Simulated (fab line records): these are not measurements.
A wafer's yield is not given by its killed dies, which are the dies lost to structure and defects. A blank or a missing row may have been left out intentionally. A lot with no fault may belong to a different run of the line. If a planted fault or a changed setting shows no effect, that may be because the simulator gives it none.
Which of the tools did it?    flow n5_finfet    Sampling: 9 lots, 27 wafers, 7 of 1938 route steps

WHAT THE GAUGES SHOWED, per wafer
N5_BEOL_M5_INSPECT_58: inspects for defects (darkfield).
lot   measured      on                 raw_defect_count
L855  day 10 02:59  defect_inspect-02  76 65 64
L858  day 10 08:00  defect_inspect-01  57 60 45
L859  day 10 11:06  defect_inspect-02  81 31 70
L860  day 10 20:48  defect_inspect-02  72 60 95
L868  day 12 15:50  defect_inspect-02  44 69 418
L867  day 12 20:33  defect_inspect-01  39 348 407
L869  day 13 06:24  defect_inspect-02  87 48 36
L871  day 13 10:03  defect_inspect-02  79 65 59
L875  day 14 19:36  defect_inspect-01  82 42 73

N5_BEOL_M6_INSPECT_13: inspects for defects (brightfield).
lot   measured      on                 raw_defect_count
L855  day 10 05:02  defect_inspect-01  486 605 428
L858  day 10 10:07  defect_inspect-02  344 417 440
L859  day 10 13:09  defect_inspect-01  366 399 322
L860  day 10 23:56  defect_inspect-02  561 649 539
L868  day 12 19:04  defect_inspect-02  555 485 819
L867  day 12 23:13  defect_inspect-01  315 629 772
L869  day 13 09:50  defect_inspect-01  390 435 353
L871  day 13 14:58  defect_inspect-01  422 284 365
L875  day 14 21:47  defect_inspect-01  387 358 271

N5_BEOL_M6_INSPECT_30: inspects for defects (brightfield).
lot   measured      on                 raw_defect_count
L855  day 10 07:26  defect_inspect-01  493 602 418
L858  day 10 12:27  defect_inspect-02  355 436 425
L859  day 10 14:10  defect_inspect-01  392 377 313
L860  day 11 01:49  defect_inspect-02  573 664 540
L868  day 12 21:50  defect_inspect-02  566 475 812
L867  day 13 00:58  defect_inspect-02  374 664 875
L869  day 13 14:01  defect_inspect-02  465 503 400
L871  day 13 17:55  defect_inspect-02  504 345 415
L875  day 14 22:48  defect_inspect-02  445 443 295

WHAT TOOL EACH LOT RAN ON (gives the tool, then ch and the chambers of the sampled wafers, and finally the start)
lot   N5_BEOL_M5_STRIP_36                 N5_BEOL_M5_SURFACE_TREAT_87   N5_BEOL_M5_SPUTTER_83         N5_BEOL_M5_CMP_52
L855  rie_diel-02 ch 0,1,3, day 9 15:00   pvd_sputter-02, day 9 16:57   pvd_sputter-02, day 9 19:24   cmp-02 ch 0,1,3, day 10 02:25
L858  rie_diel-02 ch 0,1,2, day 9 22:59   pvd_sputter-03, day 10 00:21  pvd_sputter-03, day 10 02:49  cmp-03 ch 0,1,3, day 10 07:25
L859  rie_diel-06 ch 0,1,3, day 10 03:59  pvd_sputter-01, day 10 05:25  pvd_sputter-02, day 10 07:48  cmp-02 ch 1,2,3, day 10 10:31
L860  rie_diel-06 ch 1,2,3, day 10 12:56  pvd_sputter-02, day 10 15:00  pvd_sputter-02, day 10 17:25  cmp-02 ch 0,3, day 10 20:12
L868  rie_diel-06 ch 0,1,2, day 12 08:18  pvd_sputter-03, day 12 10:10  pvd_sputter-03, day 12 12:35  cmp-02 ch 0,2,3, day 12 15:17
L867  rie_diel-06 ch 0,1,2, day 12 13:22  pvd_sputter-02, day 12 14:47  pvd_sputter-01, day 12 17:16  cmp-02 ch 0,2, day 12 19:58
L869  rie_diel-02 ch 1,2,3, day 12 22:10  pvd_sputter-01, day 13 00:37  pvd_sputter-01, day 13 03:08  cmp-03 ch 1,2,3, day 13 05:52
L871  rie_diel-05 ch 0,2,3, day 13 01:28  pvd_sputter-03, day 13 03:59  pvd_sputter-02, day 13 06:46  cmp-03 ch 1,2,3, day 13 09:30
L875  rie_diel-02 ch 2,3, day 14 11:33    pvd_sputter-01, day 14 13:22  pvd_sputter-01, day 14 16:02  cmp-01 ch 2,3, day 14 18:59
- N5_BEOL_M5_STRIP_36: strips in N2/H2.
- N5_BEOL_M5_SURFACE_TREAT_87
- N5_BEOL_M5_SPUTTER_83: material Cu, target thk 15 nm, time 27.62 s.
- N5_BEOL_M5_CMP_52: polishes, stops on SiCOH lowk, t overpolish 6.9 s, target thk 62 nm.

WHAT THE TOOLS THEMSELVES READ (means of the sampled wafers that have a number; where no wafer has one, the mark that the record gives instead)
N5_BEOL_M5_STRIP_36.
lot   tool         bias_power_w (W)  drypump_motor_current_A (A)  h2_flow_sccm (sccm)  n2_flow_sccm (sccm)  oes_product_au (a.u.)  rf_vpp_V (V)  showerhead_plenum_p_Torr (Torr)  throttle_valve_pct (%)
L855  rie_diel-02  7.004             5.8                          200.2                200.3                0.74                   58.7          2.60                             23.8
L858  rie_diel-02  7.029             5.8                          200.0                199.4                0.75                   59.4          2.57                             23.6
L859  rie_diel-06  7.005             5.6                          200.6                199.6                0.83                   59.0          2.57                             23.7
L860  rie_diel-06  6.981             5.7                          199.6                200.2                0.80                   58.9          2.49                             23.7
L868  rie_diel-06  7.017             5.9                          199.9                200.8                0.75                   58.9          2.47                             24.0
L867  rie_diel-06  6.978             5.8                          199.5                199.6                0.75                   58.9          2.47                             24.0
L869  rie_diel-02  7.004             5.8                          199.8                200.1                0.73                   58.0          2.54                             23.7
L871  rie_diel-05  7.011             5.9                          199.9                200.6                0.76                   59.5          2.54                             23.6
L875  rie_diel-02  7.006             5.5                          200.7                199.4                0.73                   59.5          2.46                             23.5

N5_BEOL_M5_SPUTTER_83.
lot   tool            chuck_sensor_temp_C (C)  throttle_valve_pct (%)
L855  pvd_sputter-02  -16.6                    30.5
L858  pvd_sputter-03  -15.8                    30.0
L859  pvd_sputter-02  -16.6                    29.8
L860  pvd_sputter-02  -16.5                    30.6
L868  pvd_sputter-03  -15.7                    29.6
L867  pvd_sputter-01  -16.1                    30.2
L869  pvd_sputter-01  -16.0                    30.5
L871  pvd_sputter-02  -16.6                    29.8
L875  pvd_sputter-01  -16.1                    29.7

N5_BEOL_M5_CMP_52.
lot   tool    barrier_field_endpoint_s (s)  motor_current_A (A)  overpolish_run_s (s)  time_to_endpoint_s (s)
L855  cmp-02  24.6                          5.7                  6.903                 63.5
L858  cmp-03  24.2                          6.4                  6.900                 61.7
L859  cmp-02  24.3                          5.9                  6.894                 61.7
L860  cmp-02  24.4                          5.4                  6.903                 57.7
L868  cmp-02  24.6                          5.4                  6.896                 61.7
L867  cmp-02  24.2                          5.3                  6.898                 58.7
L869  cmp-03  25.0                          6.7                  6.910                 64.3
L871  cmp-03  24.3                          6.6                  6.899                 61.0
L875  cmp-01  25.3                          5.9                  6.905                 62.5

THE ANSWER, worked out from the rows above alone
Rule: the lots themselves supply what counts as usual. Put in order of their means at a reading, lots are off if they are a third of the lots or fewer, leave a main group of 4 or more, and stand apart from it by a gap of 3 or more times the standard deviation of the main group's means; of several such gaps the widest counts. A main group is skipped when, at the precision printed for the reading in the tables above, its means are all equal. A lot without any number at a reading at which 4 lots or more have one is off too. Any other lot the step has rows for is counted as sound. After the gauges, taken in route order, come the tools' own readings; for these a lot's mean is taken, as printed above. At the first step where some lot is off, the reading lying furthest off is the one used; lots without a number count as furthest.
Off: L868, L867 (N5_BEOL_M5_INSPECT_58, raw_defect_count). The main group: mean 64, standard deviation 6.9.
A tool fits if, at a process step before that reading, it ran every lot that is off, and no sound lot after the first of them. Gauges at N5_BEOL_M5_INSPECT_58: tried the same way as those tools. Undecided on this evidence; 2 tools fit (rie_diel-06 at N5_BEOL_M5_STRIP_36, cmp-02 at N5_BEOL_M5_CMP_52).

WHAT THE SIMULATOR PUT IN
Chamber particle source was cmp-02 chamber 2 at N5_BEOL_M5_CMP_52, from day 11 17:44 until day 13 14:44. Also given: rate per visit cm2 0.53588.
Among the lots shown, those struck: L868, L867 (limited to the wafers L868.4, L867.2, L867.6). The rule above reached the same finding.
